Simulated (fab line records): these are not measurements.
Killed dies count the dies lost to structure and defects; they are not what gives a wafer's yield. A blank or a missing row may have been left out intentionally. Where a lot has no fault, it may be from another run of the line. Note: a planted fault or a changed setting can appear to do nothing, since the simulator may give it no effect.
Split-lot study | flow n5Finfet | route with 1938 steps; 7 lots, 21 wafers read

## SPLIT DETAILS
At N5_BEOL_M6_COAT_22 (resist thk 30 nm), the setting spinRpm was moved away from the recipe's 1500 rpm on 11 of the 21 wafers read, by -10.1% to +5.1%. For the rest of the wafers, this setting stayed at what the recipe calls for.

## FROM THE SPLIT TO THE READING: what the file shows between them, 2 steps
- N5_BEOL_M6_EBR_24
- N5_BEOL_M6_SOFTBAKE_23: time 60 s

## THE READING
CAR-EUV_of_BEOL_M6_COAT_22.thkNm (the simulator's own value, which no gauge read), in nm, at N5_BEOL_M6_DESCUM_33 (chemistry O2, time 7 s). No usual value for it is given in the file. Here, 10 wafers ran the recipe; their average is 26.0 nm with a standard deviation of 0.08 nm.

wafer  | tool, chamber at the split | spinRpm as run, rpm | against the recipe | CAR-EUV_of_BEOL_M6_COAT_22.thkNm, nm | against lot-mates on the recipe
L085.1 | lithoTrack-03, 0           | 1384                | -7.7%              | 27.4                                 | +1.4
L085.2 | lithoTrack-03, 0           | 1384                | -7.7%              | 27.2                                 | +1.2
L085.6 | lithoTrack-03, 0           | 1500                | recipe             | 26                                   | -
L086.1 | lithoTrack-02, 0           | 1500                | recipe             | 26                                   | -
L086.2 | lithoTrack-02, 0           | 1392                | -7.2%              | 27.2                                 | +1.2
L086.5 | lithoTrack-02, 0           | 1392                | -7.2%              | 27                                   | +1.0
L088.1 | lithoTrack-01, 0           | 1500                | recipe             | 26                                   | -
L088.3 | lithoTrack-01, 0           | 1500                | recipe             | 26                                   | -
L088.2 | lithoTrack-01, 0           | 1500                | recipe             | 26.2                                 | -
L090.1 | lithoTrack-02, 0           | 1577                | +5.1%              | 25.6                                 | -0.4
L090.2 | lithoTrack-02, 0           | 1500                | recipe             | 26                                   | -
L090.3 | lithoTrack-02, 0           | 1577                | +5.1%              | 25.4                                 | -0.6
L091.3 | lithoTrack-01, 0           | 1500                | recipe             | 26                                   | -
L091.4 | lithoTrack-01, 0           | 1348                | -10.1%             | 27.8                                 | +1.8
L091.6 | lithoTrack-01, 0           | 1348                | -10.1%             | 27.6                                 | +1.6
L094.2 | lithoTrack-02, 0           | 1500                | recipe             | 26.2                                 | -
L094.5 | lithoTrack-02, 0           | 1436                | -4.3%              | 26.8                                 | +0.6
L094.6 | lithoTrack-02, 0           | 1436                | -4.3%              | 26.8                                 | +0.6
L096.3 | lithoTrack-02, 0           | 1500                | recipe             | 26                                   | -
L096.5 | lithoTrack-02, 0           | 1500                | recipe             | 26                                   | -
L096.4 | lithoTrack-02, 0           | 1371                | -8.6%              | 27.4                                 | +1.4

THE FIT
A straight line over all 21 wafers: CAR-EUV_of_BEOL_M6_COAT_22.thkNm changes by -0.15 nm for each +1% of spinRpm; r = -0.99; the points scatter about the line by 0.12 nm.
The same after taking each lot's own level away (the mean of its wafers on the recipe; 21 wafers): -0.151 nm for each +1%; r = -0.99; scatter 0.13 nm.
Per that fit: largest spinRpm move, reading shift of 1.5 nm.
The lots' own levels span 26.00 to 26.20 nm, that is 2.5 times the standard deviation above.
Consequently the slope shifts little with the lot-to-lot level, the two slopes agreeing.
Check: for one of the wafers moved furthest among these (-10.1%), held out of the fit, the line's prediction against its lot-mates is +1.54 nm. Against them it came out at +1.8 nm.

## THE WHOLE CHAIN: every reading that the file lists as answering this split, in the file's order
step                 | what it does           | reading                                                                           | change (the file's fit)               | r (the file's)
N5_BEOL_M6_COAT_22   | resist thk 30 nm       | CAR-EUV_of_BEOL_M6_COAT_22.thkNm (the simulator's own value, which no gauge read) | -0.153 nm for each +1% of the setting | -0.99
N5_BEOL_M6_DESCUM_33 | chemistry O2, time 7 s | CAR-EUV_of_BEOL_M6_COAT_22.thkNm (the simulator's own value, which no gauge read) | -0.157 nm for each +1% of the setting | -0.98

## THE FILE'S OWN FIT
CAR-EUV_of_BEOL_M6_COAT_22.thkNm changes by -0.157 nm for each +1% of spinRpm, r = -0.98.
